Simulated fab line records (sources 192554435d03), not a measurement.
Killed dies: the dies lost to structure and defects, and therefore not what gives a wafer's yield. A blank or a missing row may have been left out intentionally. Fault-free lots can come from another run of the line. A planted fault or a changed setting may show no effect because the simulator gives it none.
fab line records	flow n5-finfet
record: lots: 24	wafers: 72	last-day: 17
route steps=1938 shown BEOL_M2@922 BEOL_M3@971
lots that met no fault: from a run of the same line without faults
start-h: hours from the record's first day to the start of the lot's first wafer shown	wait-h: how many hours have passed since the lot's step before this one	" the same as in the row above	L1.1+2: a row that stands for several wafers	- no value present, or no start provided	* or withheld: withheld	< > ~ a bound
route shown NAME@n: NAME is a module with steps in the file, n the number in the route of the first one	usual: mean/standard deviation of fault-free wafers	same: alike in all rows	chamber/n: place in a boat	sites: each site's reading	_std_site: their standard deviation	_edge_site: inner sites' mean taken away from outer sites' mean	radius-mm: how far each site lies from the wafer's centre	mask NAME#n: copy n	behind: the last tool/chamber to shape the wafer	hold: why the lot was held/for how many hours/how that ended	device: the transistor (n, p or np) that didn't switch	end of line: the tests these same wafers got at the end of their route	a step given without rows: its recipe and nothing more	killed: the dies lost at the first sort to structure and to defects; this is not the yield of the wafer	map: dies across one wafer; x = killed, . = not, _ = none there
set.NAME: setting as actually run; set.NAME@STEP: the setting as run at that earlier step	model.NAME: the simulator's own value behind a step, which no gauge read
one table for each step of the route and one row for each wafer, over a sample of lots
services: from which hour (start-h, from the record's first day; less than 0 if before it) a tool's chamber was out of use, for how many hours, and why
== steps ==
step: N5_BEOL_M2_ANNEAL_51
recipe: temp-c: 225	time-s: 90	ambient: N2
usual: anneal-temp-c: 224.96/0.18	wafer_temp_C_max: 226.03/0.26
same: time-s: 90
lot.wafer	tool	chamber	start-h	wait-h	anneal-temp-c	wafer_temp_C_max
L074.2	rtp-anneal-02	0	141.66	0.1	224.84	226.70
L074.3	"	0	"	"	225.01	226.02
L074.4	"	0	"	"	225.16	226.31
L075.4	rtp-anneal-02	0	145.40	0.2	224.91	225.90
L075.5	"	0	"	"	225.01	225.85
L075.6	"	0	"	"	224.95	226.66
L076.2	rtp-anneal-01	0	157.04	0.2	224.93	225.83
L076.3	"	0	"	"	225.01	226.05
L076.6	"	0	"	"	224.92	226.14
L078.2	rtp-anneal-01	0	161.57	0.3	224.71	225.91
L078.3	"	0	"	"	224.86	226.38
L078.4	"	0	"	"	224.78	226.14
L077.3	rtp-anneal-01	0	164.48	0.1	225.07	226.07
L077.5	"	0	"	"	224.70	225.91
L077.6	"	0	"	"	225.07	225.83
L079.1	rtp-anneal-02	0	168.20	0.1	224.86	226.83
L079.2	"	0	"	"	224.55	226.12
L079.6	"	0	"	"	225.12	226.39
L080.1	rtp-anneal-01	0	170.65	0.1	225.07	225.89
L080.3	"	0	"	"	225.02	226.05
L080.4	"	0	"	"	225.03	225.71
L081.1	rtp-anneal-01	0	182.71	0.1	225.10	226.10
L081.3	"	0	"	"	225.09	225.99
L081.6	"	0	"	"	224.96	226.14
L082.1	rtp-anneal-01	0	183.41	0.2	225.17	225.78
L082.3	"	0	"	"	225.23	225.48
L082.4	"	0	"	"	225.32	225.70
L083.1	rtp-anneal-01	0	186.43	0.1	225.14	226.07
L083.4	"	0	"	"	225.19	226.02
L083.5	"	0	"	"	224.68	226.07
L084.2	rtp-anneal-01	0	196.08	0.1	225.03	226.14
L084.3	"	0	"	"	225.18	225.61
L084.6	"	0	"	"	225.22	226.20
L085.2	rtp-anneal-01	0	205.28	0.1	225.03	225.77
L085.4	"	0	"	"	225.32	226.00
L085.5	"	0	"	"	225.13	226.21
L086.2	rtp-anneal-01	0	213.91	0.1	224.78	226.12
L086.3	"	0	"	"	225.09	225.93
L086.6	"	0	"	"	224.68	225.95
L087.3	rtp-anneal-02	0	217.81	0.1	224.98	226.27
L087.5	"	0	"	"	225.03	226.20
L087.6	"	0	"	"	224.79	225.98
L088.1	rtp-anneal-02	0	222.76	0.1	224.71	226.02
L088.5	"	0	"	"	224.90	226.24
L088.6	"	0	"	"	224.55	226.30
L089.1	rtp-anneal-02	0	226.68	0.1	224.70	226.16
L089.2	"	0	"	"	224.97	226.28
L089.3	"	0	"	"	225.05	226.11
L090.1	rtp-anneal-01	0	235.44	0.1	224.89	225.67
L090.3	"	0	"	"	224.99	225.50
L090.5	"	0	"	"	225.28	225.79
L091.2	rtp-anneal-01	0	245.76	0.1	224.90	225.65
L091.5	"	0	"	"	224.83	225.72
L091.6	"	0	"	"	224.89	225.80
L092.1	rtp-anneal-01	0	248.51	0.1	224.98	226.17
L092.2	"	0	"	"	225.15	225.86
L092.4	"	0	"	"	225.00	225.79
L093.2	rtp-anneal-02	0	251.81	0.3	224.75	226.12
L093.3	"	0	"	"	224.71	226.23
L093.4	"	0	"	"	224.88	225.73
L094.3	rtp-anneal-01	0	259.78	0.2	224.93	225.92
L094.4	"	0	"	"	224.91	226.16
L094.6	"	0	"	"	224.92	225.90
L095.2	rtp-anneal-02	0	262.44	0.1	224.95	226.30
L095.5	"	0	"	"	224.91	226.15
L095.6	"	0	"	"	224.91	225.93
L096.4	rtp-anneal-01	0	269.13	0.2	225.08	225.70
L096.5	"	0	"	"	224.82	225.91
L096.6	"	0	"	"	224.85	225.89
L097.2	rtp-anneal-02	0	282.14	0.1	224.96	226.34
L097.4	"	0	"	"	225.09	225.76
L097.6	"	0	"	"	225.21	226.13
step: N5_BEOL_M3_ETCH_69
recipe: chemistry: CF4	target: SiARC	target-depth-a: 156	mask-material: CAR-EUV	time-s: 26	ion-energy-ev: 80	pressure-mtorr: 40	source-w: 545	bias-w: 36	Ar_flow_sccm: 100	cf4-flow-sccm: 100	ends: cleared
usual: drypump-motor-current-A: 5.5/0.54	etch-rf-on-time-s: 26.4/0.79	oes-product-au: 0.66/0.069	rf-vpp-V: 184.0/1.3	showerhead-plenum-p-Torr: 2.13/0.088	throttle-valve-pct: 15.72/0.27
lot.wafer	tool	chamber	start-h	wait-h	drypump-motor-current-A	etch-rf-on-time-s	oes-product-au	rf-hours-counter-h	rf-vpp-V	showerhead-plenum-p-Torr	throttle-valve-pct
L074.2	rie-diel-03	3	145.35	0.0	6.5	27.0	0.59	223	183.0	2.03	15.72
L074.3	"	0	"	"	5.9	26.8	0.59	201	185.9	2.22	15.69
L074.4	"	2	"	"	5.2	26.7	0.74	33	184.5	2.08	15.56
L075.4	rie-diel-02	2	149.29	0.0	5.6	26.4	0.72	65	182.9	2.08	15.49
L075.5	"	1	"	"	5.5	26.6	0.59	-	184.5	2.12	16.04
L075.6	"	2	"	"	5.6	26.5	0.72	-	184.2	2.08	15.50
L076.2	rie-diel-03	2	160.30	0.0	5.2	26.9	0.73	36	182.8	2.08	15.56
L076.3	"	0	"	"	5.9	27.0	0.59	206	184.1	2.22	15.68
L076.6	"	1	"	"	5.0	26.3	0.76	-	185.1	2.27	15.28
L078.2	rie-diel-06	3	166.21	0.0	4.8	24.9	0.72	89	184.6	2.14	15.58
L078.3	"	2	"	"	4.7	27.5	0.59	224	183.2	2.13	15.99
L078.4	"	3	"	"	4.7	25.0	0.73	-	183.7	2.14	15.60
L077.3	rie-diel-02	2	167.10	0.0	5.6	26.3	0.71	71	183.7	2.08	15.52
L077.5	"	1	"	"	5.5	26.4	0.59	-	185.0	2.11	16.06
L077.6	"	2	"	"	5.7	26.3	0.72	-	183.3	2.08	15.50
L079.1	rie-diel-03	3	172.45	0.0	6.4	27.2	0.59	229	184.2	2.03	15.72
L079.2	"	2	"	"	5.3	26.9	0.72	40	184.3	2.08	15.57
L079.6	"	3	"	"	6.4	27.0	0.59	-	183.1	2.03	15.73
L080.1	rie-diel-06	0	174.82	0.0	6.2	26.4	0.61	219	181.8	2.04	16.15
L080.3	"	2	"	"	4.7	27.5	0.58	227	184.8	2.13	15.96
L080.4	"	3	"	"	4.7	25.3	0.72	92	185.3	2.14	15.58
L081.1	rie-diel-06	0	185.40	0.0	6.2	26.3	0.61	222	182.7	2.04	16.15
L081.3	"	1	"	"	5.4	25.0	0.69	99	184.8	2.26	15.56
L081.6	"	1	"	"	5.4	24.7	0.70	-	184.9	2.26	15.56
L082.1	rie-diel-02	2	186.69	0.0	5.7	26.2	0.71	77	184.6	2.07	15.50
L082.3	"	0	"	"	5.7	26.9	0.63	144	181.5	2.00	15.94
L082.4	"	1	"	"	5.5	26.6	0.58	233	185.1	2.11	16.08
L083.1	rie-diel-02	1	190.97	0.0	5.5	26.6	0.58	235	183.2	2.11	16.07
L083.4	"	2	"	"	5.7	26.2	0.71	79	181.7	2.07	15.52
L083.5	"	2	"	"	5.6	26.2	0.72	-	184.1	2.07	15.53
L084.2	rie-diel-06	0	198.68	0.0	6.2	26.3	0.60	225	183.1	2.04	16.13
L084.3	"	1	"	"	5.4	25.0	0.70	103	185.7	2.26	15.57
L084.6	"	3	"	"	4.7	25.1	0.71	-	183.8	2.14	15.62
L085.2	rie-diel-03	1	208.77	0.0	5.0	26.1	0.73	39	185.9	2.27	15.32
L085.4	"	3	"	"	6.5	26.8	0.59	-	183.3	2.03	15.75
L085.5	"	2	"	"	5.3	26.4	0.71	-	183.5	2.07	15.61
L086.2	rie-diel-03	1	216.56	0.0	5.0	26.2	0.73	43	186.8	2.26	15.31
L086.3	"	2	"	"	5.3	26.6	0.71	59	183.1	2.07	15.62
L086.6	"	1	"	"	5.0	26.2	0.74	-	185.4	2.27	15.32
L087.3	rie-diel-06	0	222.46	0.0	6.2	26.3	0.60	232	180.9	2.04	16.16
L087.5	"	2	"	"	4.7	27.4	0.58	-	185.1	2.12	16.00
L087.6	"	3	"	"	4.7	25.5	0.70	-	185.2	2.14	15.62
L088.1	rie-diel-06	0	225.97	0.0	6.2	26.0	0.60	233	181.8	2.04	16.19
L088.5	"	3	"	"	4.7	25.4	0.69	-	185.1	2.14	15.63
L088.6	"	2	"	"	4.7	27.4	0.58	-	183.0	2.12	16.00
L089.1	rie-diel-02	3	232.60	0.0	6.0	27.7	0.78	16	184.1	2.20	15.30
L089.2	"	0	"	"	5.7	26.9	0.62	157	182.3	1.99	15.97
L089.3	"	2	"	"	5.7	27.0	0.69	91	184.7	2.07	15.54
L090.1	rie-diel-06	3	238.97	0.0	4.8	25.6	0.70	110	184.2	2.14	15.64
L090.3	"	1	"	"	5.4	25.1	0.68	115	184.7	2.26	15.57
L090.5	"	0	"	"	6.2	26.7	0.59	-	182.7	2.04	16.19
L091.2	rie-diel-06	3	248.96	0.0	4.8	25.5	0.70	113	183.8	2.13	15.63
L091.5	"	1	"	"	5.4	25.2	0.68	-	185.1	2.26	15.59
L091.6	"	0	"	"	6.2	26.2	0.60	-	182.7	2.04	16.19
L092.1	rie-diel-02	3	252.08	0.0	6.1	27.3	0.77	23	184.5	2.20	15.33
L092.2	"	2	"	"	5.6	26.7	0.69	98	182.0	2.07	15.56
L092.4	"	2	"	"	5.6	26.6	0.70	-	184.1	2.07	15.58
L093.2	rie-diel-06	0	255.61	0.0	6.3	26.3	0.60	242	183.3	2.04	16.19
L093.3	"	2	"	"	4.8	27.6	0.57	248	183.0	2.12	16.03
L093.4	"	1	"	"	5.4	25.1	0.67	121	186.0	2.25	15.58
L094.3	rie-diel-02	2	264.22	0.0	5.7	26.4	0.68	103	181.3	2.07	15.58
L094.4	"	1	"	"	5.5	26.7	0.81	0	184.1	2.11	15.57
L094.6	"	3	"	"	6.0	27.5	0.76	-	184.4	2.20	15.35
L095.2	rie-diel-03	1	265.62	0.0	5.0	26.2	0.71	62	185.8	2.26	15.36
L095.5	"	1	"	"	5.0	26.4	0.71	-	186.3	2.26	15.37
L095.6	"	2	"	"	5.3	26.6	0.68	-	184.0	2.07	15.64
L096.4	rie-diel-06	3	272.90	0.0	4.7	25.3	0.69	-	183.0	2.13	15.65
L096.5	"	1	"	"	5.4	24.9	0.68	-	185.0	2.25	15.62
L096.6	"	0	"	"	6.2	26.3	0.59	-	183.2	2.03	16.19
L097.2	rie-diel-03	0	286.91	0.0	5.9	26.8	0.58	220	184.7	2.22	15.72
L097.4	"	3	"	"	6.5	26.2	0.83	5	185.0	2.28	15.27
L097.6	"	2	"	"	5.2	26.6	0.68	-	183.7	2.06	15.68
step: N5_BEOL_M3_ALD_98
recipe: material: SiO2	target-thk-a: 25	temp-c: 100	ald-precursor-family: BDEAS	ald-co-reactant: O2-plasma	pulse-time-s: 1	co-reactant-pulse-time-s: 1	purge-time-s: 2	co-reactant-purge-time-s: 2	ald-cycles: 17	pressure-torr: 2
usual: heater-power-w: 77/6.2	precursor-pulse-height-rel: 0.999/0.019
same: co-reactant-pulse-time-s: 1
lot.wafer	tool	chamber	start-h	wait-h	heater-power-w	precursor-pulse-height-rel
L074.2	ald-sin-03	3	145.44	0.1	66	0.995
L074.3	"	0	"	"	80	1.000
L074.4	"	1	"	"	96	1.000
L075.4	ald-sin-03	2	149.42	0.1	78	1.033
L075.5	"	3	"	"	68	1.004
L075.6	"	1	"	"	98	0.988
L076.2	ald-sin-03	3	160.38	0.1	67	1.012
L076.3	"	2	"	"	80	1.016
L076.6	"	3	"	"	66	0.986
L078.2	ald-sin-04	1	167.69	1.5	77	1.014
L078.3	"	3	"	"	83	1.048
L078.4	"	2	"	"	71	1.012
L077.3	ald-sin-02	1	167.76	0.6	76	1.036
L077.5	"	1	"	"	76	1.017
L077.6	"	0	"	"	77	0.991
L079.1	ald-sin-04	3	172.53	0.1	85	0.989
L079.2	"	2	"	"	69	1.005
L079.6	"	1	"	"	75	0.989
L080.1	ald-sin-04	0	175.16	0.3	73	1.000
L080.3	"	1	"	"	73	0.989
L080.4	"	3	"	"	84	0.958
L081.1	ald-sin-04	2	185.48	0.1	72	1.014
L081.3	"	3	"	"	83	1.005
L081.6	"	3	"	"	83	0.998
L082.1	ald-sin-02	2	186.77	0.1	78	0.994
L082.3	"	0	"	"	77	1.023
L082.4	"	3	"	"	78	1.010
L083.1	ald-sin-02	3	191.15	0.1	75	1.012
L083.4	"	2	"	"	78	1.001
L083.5	"	1	"	"	75	0.986
L084.2	ald-sin-02	2	198.77	0.1	79	1.005
L084.3	"	3	"	"	78	0.954
L084.6	"	3	"	"	77	0.975
L085.2	ald-sin-04	3	208.87	0.1	85	1.000
L085.4	"	1	"	"	74	0.998
L085.5	"	2	"	"	70	0.991
L086.2	ald-sin-04	2	216.64	0.1	73	0.996
L086.3	"	3	"	"	86	0.981
L086.6	"	2	"	"	70	1.018
L087.3	ald-sin-02	3	222.54	0.1	78	0.985
L087.5	"	1	"	"	76	0.973
L087.6	"	2	"	"	78	0.986
L088.1	ald-sin-04	3	226.05	0.1	83	0.993
L088.5	"	3	"	"	86	1.024
L088.6	"	2	"	"	71	0.998
L089.1	ald-sin-02	2	232.68	0.1	78	1.008
L089.2	"	1	"	"	75	1.006
L089.3	"	0	"	"	79	0.987
L090.1	ald-sin-04	3	239.35	0.4	84	1.009
L090.3	"	1	"	"	75	1.029
L090.5	"	2	"	"	70	0.948
L091.2	ald-sin-02	0	249.04	0.1	77	1.013
L091.5	"	2	"	"	79	0.959
L091.6	"	3	"	"	78	0.993
L092.1	ald-sin-03	1	252.20	0.1	96	1.018
L092.2	"	0	"	"	76	0.963
L092.4	"	3	"	"	69	1.019
L093.2	ald-sin-02	0	255.69	0.1	76	1.011
L093.3	"	3	"	"	77	1.024
L093.4	"	1	"	"	77	1.025
L094.3	ald-sin-02	1	265.13	0.9	78	1.007
L094.4	"	3	"	"	78	0.974
L094.6	"	0	"	"	76	1.021
L095.2	ald-sin-04	3	266.14	0.5	85	0.949
L095.5	"	1	"	"	74	0.987
L095.6	"	2	"	"	70	0.997
L096.4	ald-sin-03	3	273.80	0.9	68	1.022
L096.5	"	0	"	"	79	0.985
L096.6	"	1	"	"	94	0.990
L097.2	ald-sin-02	1	286.99	0.1	79	1.018
L097.4	"	2	"	"	72	1.004
L097.6	"	0	"	"	77	0.975
step: N5_BEOL_M3_ETCH_70
recipe: chemistry: N2/H2	target: SOC	target-depth-a: 800	overetch-a: 160	mask-material: SiARC	temp-c: 40	time-s: 120	ion-energy-ev: 200	pressure-mtorr: 30	source-w: 840	bias-w: 150	n2-flow-sccm: 200	h2-flow-sccm: 200
usual: drypump-motor-current-A: 5.6/0.51	oes-product-au: 0.61/0.064	rf-vpp-V: 523/3.3	showerhead-plenum-p-Torr: 2.52/0.11	throttle-valve-pct: 17.84/0.29
same: time-s: 120
lot.wafer	tool	chamber	start-h	wait-h	drypump-motor-current-A	oes-product-au	rf-hours-counter-h	rf-vpp-V	showerhead-plenum-p-Torr	throttle-valve-pct
L074.2	rie-diel-03	2	152.25	0.0	5.3	0.67	34	521	2.48	17.74
L074.3	"	1	"	"	5.0	0.70	18	529	2.72	17.55
L074.4	"	0	"	"	5.9	0.54	203	527	2.63	17.71
L075.4	rie-diel-03	1	154.90	0.0	5.0	0.70	19	527	2.72	17.57
L075.5	"	0	"	"	5.9	0.54	-	527	2.63	17.72
L075.6	"	3	"	"	6.4	0.55	-	520	2.40	17.79
L076.2	rie-diel-02	2	161.28	0.0	5.6	0.66	69	522	2.45	17.72
L076.3	"	1	"	"	5.4	0.54	225	522	2.50	18.16
L076.6	"	0	"	"	5.7	0.58	-	519	2.36	18.25
L078.2	rie-diel-02	0	167.92	0.0	5.7	0.58	139	518	2.36	18.25
L078.3	"	1	"	"	5.5	0.53	228	523	2.49	18.16
L078.4	"	0	"	"	5.7	0.58	-	519	2.36	18.25
L077.3	rie-diel-03	3	168.05	0.0	6.5	0.54	228	520	2.40	17.79
L077.5	"	0	"	"	5.9	0.54	-	527	2.63	17.73
L077.6	"	1	"	"	5.0	0.70	-	529	2.72	17.58
L079.1	rie-diel-03	2	173.81	0.0	5.2	0.66	40	523	2.48	17.75
L079.2	"	3	"	"	6.5	0.54	229	520	2.40	17.81
L079.6	"	1	"	"	5.0	0.68	-	529	2.72	17.57
L080.1	rie-diel-06	3	179.92	0.0	4.8	0.63	93	524	2.55	17.73
L080.3	"	2	"	"	4.7	0.54	227	523	2.51	18.17
L080.4	"	1	"	"	5.4	0.61	98	527	2.65	17.42
L081.1	rie-diel-02	0	185.68	0.0	5.7	0.57	144	517	2.36	18.25
L081.3	"	1	"	"	5.5	0.54	232	522	2.49	18.18
L081.6	"	3	"	"	6.0	0.75	-	525	2.62	17.49
L082.1	rie-diel-02	0	192.32	0.0	5.7	0.58	145	518	2.36	18.25
L082.3	"	2	"	"	5.6	0.65	79	520	2.45	17.73
L082.4	"	3	"	"	6.0	0.75	5	525	2.62	17.49
L083.1	rie-diel-02	3	201.53	0.0	6.0	0.73	7	525	2.62	17.47
L083.4	"	0	"	"	5.7	0.57	148	518	2.36	18.26
L083.5	"	3	"	"	6.0	0.73	-	526	2.62	17.49
L084.2	rie-diel-06	0	206.69	0.0	6.3	0.55	227	521	2.42	18.38
L084.3	"	1	"	"	5.4	0.60	105	528	2.64	17.44
L084.6	"	0	"	"	6.2	0.55	-	520	2.42	18.36
L085.2	rie-diel-06	1	211.08	0.0	5.4	0.60	107	528	2.64	17.44
L085.4	"	3	"	"	4.8	0.63	101	525	2.55	17.76
L085.5	"	2	"	"	4.7	0.53	-	523	2.51	18.17
L086.2	rie-diel-03	1	217.14	0.0	5.0	0.66	43	527	2.71	17.61
L086.3	"	2	"	"	5.3	0.64	59	522	2.47	17.80
L086.6	"	1	"	"	5.0	0.66	-	528	2.71	17.62
L087.3	rie-diel-03	3	227.19	0.0	6.5	0.53	251	519	2.39	17.83
L087.5	"	1	"	"	5.0	0.66	-	527	2.71	17.61
L087.6	"	3	"	"	6.5	0.53	-	520	2.39	17.83
L089.1	rie-diel-02	0	233.83	0.0	5.7	0.57	157	517	2.35	18.27
L089.2	"	3	"	"	6.0	0.72	17	526	2.62	17.51
L089.3	"	2	"	"	5.7	0.63	91	521	2.44	17.76
L088.1	rie-diel-06	1	242.44	0.0	5.4	0.60	115	527	2.64	17.46
L088.5	"	3	"	"	4.8	0.62	-	524	2.55	17.80
L088.6	"	0	"	"	6.2	0.54	-	520	2.42	18.39
L090.1	rie-diel-06	0	246.30	0.0	6.2	0.54	238	520	2.42	18.39
L090.3	"	1	"	"	5.4	0.59	116	527	2.64	17.48
L090.5	"	1	"	"	5.4	0.60	-	527	2.64	17.47
L091.2	rie-diel-06	3	250.02	0.0	4.7	0.62	113	526	2.55	17.79
L091.5	"	0	"	"	6.2	0.54	-	520	2.42	18.39
L091.6	"	1	"	"	5.4	0.60	-	527	2.64	17.47
L093.2	rie-diel-02	3	258.60	0.0	6.0	0.70	26	525	2.61	17.54
L093.3	"	2	"	"	5.7	0.62	101	521	2.44	17.78
L093.4	"	2	"	"	5.7	0.62	-	522	2.44	17.78
L092.1	rie-diel-03	2	258.68	0.0	5.3	0.62	76	523	2.46	17.82
L092.2	"	1	"	"	5.0	0.64	59	527	2.70	17.63
L092.4	"	1	"	"	5.0	0.64	-	529	2.70	17.64
L094.3	rie-diel-02	1	265.43	0.0	5.5	0.74	1	523	2.49	17.71
L094.4	"	2	"	"	5.6	0.62	103	521	2.44	17.78
L094.6	"	0	"	"	5.7	0.55	-	518	2.35	18.30
L095.2	rie-diel-03	2	268.56	0.0	5.3	0.63	80	520	2.46	17.82
L095.5	"	1	"	"	5.0	0.64	-	530	2.70	17.64
L095.6	"	2	"	"	5.3	0.62	-	522	2.46	17.83
L096.4	rie-diel-03	3	278.35	0.0	6.5	0.76	-	527	2.71	17.36
L096.5	"	2	"	"	5.3	0.62	-	522	2.46	17.85
L096.6	"	1	"	"	5.1	0.63	-	527	2.70	17.66
L097.2	rie-diel-02	0	294.61	0.0	5.8	0.55	178	516	2.35	18.31
L097.4	"	1	"	"	5.4	0.70	11	523	2.48	17.70
L097.6	"	3	"	"	6.0	0.69	-	525	2.61	17.54
step: N5_BEOL_M3_SPUTTER_48
recipe: material: Cu	target-thk-a: 45	temp-c: -20	chamber-pressure-pa: 0.07	power-w: withheld	time-s: 8.29
usual: throttle-valve-pct: 29.7/1
same: time-s: 8.29
lot.wafer	tool	chamber	start-h	wait-h	throttle-valve-pct
L074.2	pvd-sputter-01	-	153.91	0.3	28.5
L074.3	"	-	"	"	29.1
L074.4	"	-	"	"	32.3
L075.4	pvd-sputter-03	-	156.44	0.0	29.9
L075.5	"	-	"	"	28.9
L075.6	"	-	"	"	30.5
L076.2	pvd-sputter-02	-	162.53	0.1	30.3
L076.3	"	-	"	"	28.5
L076.6	"	-	"	"	30.3
L078.2	pvd-sputter-02	-	171.15	0.2	28.2
L078.3	"	-	"	"	30.3
L078.4	"	-	"	"	30.6
L077.3	pvd-sputter-01	-	172.22	0.3	28.5
L077.5	"	-	"	"	28.4
L077.6	"	-	"	"	31.9
L079.1	pvd-sputter-02	-	178.59	3.3	30.0
L079.2	"	-	"	"	30.5
L079.6	"	-	"	"	30.1
L080.1	pvd-sputter-03	-	182.64	1.4	28.6
L080.3	"	-	"	"	28.7
L080.4	"	-	"	"	30.0
L081.1	pvd-sputter-02	-	187.16	0.1	30.4
L081.3	"	-	"	"	29.9
L081.6	"	-	"	"	30.0
L082.1	pvd-sputter-02	-	195.10	1.1	29.9
L082.3	"	-	"	"	30.4
L082.4	"	-	"	"	28.1
L083.1	pvd-sputter-03	-	205.12	1.7	28.8
L083.4	"	-	"	"	30.3
L083.5	"	-	"	"	28.9
L084.2	pvd-sputter-01	-	209.25	0.5	28.6
L084.3	"	-	"	"	29.3
L084.6	"	-	"	"	29.7
L085.2	pvd-sputter-03	-	212.76	0.3	28.8
L085.4	"	-	"	"	29.9
L085.5	"	-	"	"	30.2
L086.2	pvd-sputter-01	-	218.96	0.1	28.3
L086.3	"	-	"	"	29.3
L086.6	"	-	"	"	29.4
L087.3	pvd-sputter-01	-	228.94	0.4	29.4
L087.5	"	-	"	"	28.4
L087.6	"	-	"	"	29.6
L089.1	pvd-sputter-01	-	235.32	0.1	28.5
L089.2	"	-	"	"	32.0
L089.3	"	-	"	"	29.4
L088.1	pvd-sputter-01	-	245.51	1.6	28.4
L088.5	"	-	"	"	32.2
L088.6	"	-	"	"	29.3
L090.1	pvd-sputter-02	-	248.39	0.3	30.1
L090.3	"	-	"	"	28.5
L090.5	"	-	"	"	30.7
L091.2	pvd-sputter-02	-	251.68	0.1	30.4
L091.5	"	-	"	"	28.4
L091.6	"	-	"	"	29.9
L093.2	pvd-sputter-03	-	260.15	0.1	30.4
L093.3	"	-	"	"	28.6
L093.4	"	-	"	"	30.1
L092.1	pvd-sputter-03	-	261.99	1.6	28.7
L092.2	"	-	"	"	30.5
L092.4	"	-	"	"	30.2
L094.3	pvd-sputter-01	-	268.54	1.6	28.6
L094.4	"	-	"	"	32.1
L094.6	"	-	"	"	29.8
L095.2	pvd-sputter-02	-	270.24	0.3	30.6
L095.5	"	-	"	"	30.5
L095.6	"	-	"	"	30.0
L096.4	pvd-sputter-03	-	280.29	0.1	30.4
L096.5	"	-	"	"	28.9
L096.6	"	-	"	"	28.6
L097.2	pvd-sputter-03	-	295.84	0.1	28.7
L097.4	"	-	"	"	30.4
L097.6	"	-	"	"	30.4
step: N5_BEOL_M3_ANNEAL_93
recipe: temp-c: 400	time-s: 240	ambient: vacuum
usual: heater-power-w: 855/85
same: time-s: 240
lot.wafer	tool	chamber	start-h	wait-h	heater-power-w
L074.2	pvd-sputter-01	-	155.43	0.0	919
L074.3	"	-	"	"	757
L074.4	"	-	"	"	783
L075.4	pvd-sputter-03	-	157.84	0.0	856
L075.5	"	-	"	"	902
L075.6	"	-	"	"	979
L076.2	pvd-sputter-02	-	163.93	0.0	739
L076.3	"	-	"	"	824
L076.6	"	-	"	"	744
L078.2	pvd-sputter-02	-	172.55	0.0	807
L078.3	"	-	"	"	770
L078.4	"	-	"	"	756
L077.3	pvd-sputter-01	-	173.62	0.0	920
L077.5	"	-	"	"	881
L077.6	"	-	"	"	799
L079.1	pvd-sputter-02	-	179.99	0.0	872
L079.2	"	-	"	"	760
L079.6	"	-	"	"	726
L080.1	pvd-sputter-03	-	184.04	0.0	923
L080.3	"	-	"	"	824
L080.4	"	-	"	"	860
L081.1	pvd-sputter-02	-	188.56	0.0	769
L081.3	"	-	"	"	889
L081.6	"	-	"	"	865
L082.1	pvd-sputter-02	-	196.50	0.0	880
L082.3	"	-	"	"	746
L082.4	"	-	"	"	824
L083.1	pvd-sputter-03	-	206.52	0.0	876
L083.4	"	-	"	"	829
L083.5	"	-	"	"	921
L084.2	pvd-sputter-01	-	210.65	0.0	924
L084.3	"	-	"	"	738
L084.6	"	-	"	"	980
L085.2	pvd-sputter-03	-	214.16	0.0	827
L085.4	"	-	"	"	831
L085.5	"	-	"	"	845
L086.2	pvd-sputter-01	-	220.36	0.0	909
L086.3	"	-	"	"	772
L086.6	"	-	"	"	747
L087.3	pvd-sputter-01	-	230.34	0.0	997
L087.5	"	-	"	"	915
L087.6	"	-	"	"	951
L089.1	pvd-sputter-01	-	236.72	0.0	898
L089.2	"	-	"	"	788
L089.3	"	-	"	"	986
L088.1	pvd-sputter-01	-	246.91	0.0	916
L088.5	"	-	"	"	780
L088.6	"	-	"	"	751
L090.1	pvd-sputter-02	-	249.79	0.0	876
L090.3	"	-	"	"	812
L090.5	"	-	"	"	761
L091.2	pvd-sputter-02	-	253.08	0.0	746
L091.5	"	-	"	"	804
L091.6	"	-	"	"	860
L093.2	pvd-sputter-03	-	261.55	0.0	1002
L093.3	"	-	"	"	939
L093.4	"	-	"	"	849
L092.1	pvd-sputter-03	-	263.39	0.0	838
L092.2	"	-	"	"	972
L092.4	"	-	"	"	854
L094.3	pvd-sputter-01	-	269.94	0.0	898
L094.4	"	-	"	"	822
L094.6	"	-	"	"	975
L095.2	pvd-sputter-02	-	271.64	0.0	729
L095.5	"	-	"	"	728
L095.6	"	-	"	"	867
L096.4	pvd-sputter-03	-	281.69	0.0	997
L096.5	"	-	"	"	920
L096.6	"	-	"	"	847
L097.2	pvd-sputter-03	-	297.24	0.0	839
L097.4	"	-	"	"	1021
L097.6	"	-	"	"	1011
== services ==
tool	chamber	start-h	hours	kind
ald-sin-03	0	149.07	8.7	repair
rie-diel-02	3	159.07	-	clean
rie-diel-02	3	159.07	-	consumable-replace:focus-ring
rie-diel-02	3	159.07	16.3	scheduled-down
rie-diel-02	3	159.07	16.3	vent-cycle
rie-diel-06	0	163.38	9.6	repair
ald-sin-03	-	164.77	4.3	pm
ald-sin-03	-	176.75	14.0	pm
ald-sin-02	-	231.00	0.8	repair
rie-diel-02	1	245.26	-	clean
rie-diel-02	1	245.26	-	consumable-replace:focus-ring
rie-diel-02	1	245.26	17.8	scheduled-down
rie-diel-02	1	245.26	17.8	vent-cycle
rie-diel-03	3	257.80	-	clean
rie-diel-03	3	257.80	-	consumable-replace:focus-ring
rie-diel-03	3	257.80	-	consumable-replace:showerhead
rie-diel-06	2	262.16	-	clean
rie-diel-06	2	262.16	-	consumable-replace:focus-ring
ald-sin-03	2	262.69	16.3	repair
ald-sin-02	-	269.38	14.0	pm
rie-diel-03	0	274.83	3.8	repair
rie-diel-06	3	276.39	6.5	repair
rie-diel-02	3	277.39	11.6	repair
rie-diel-06	3	289.56	18.8	repair
== key ==
fault none
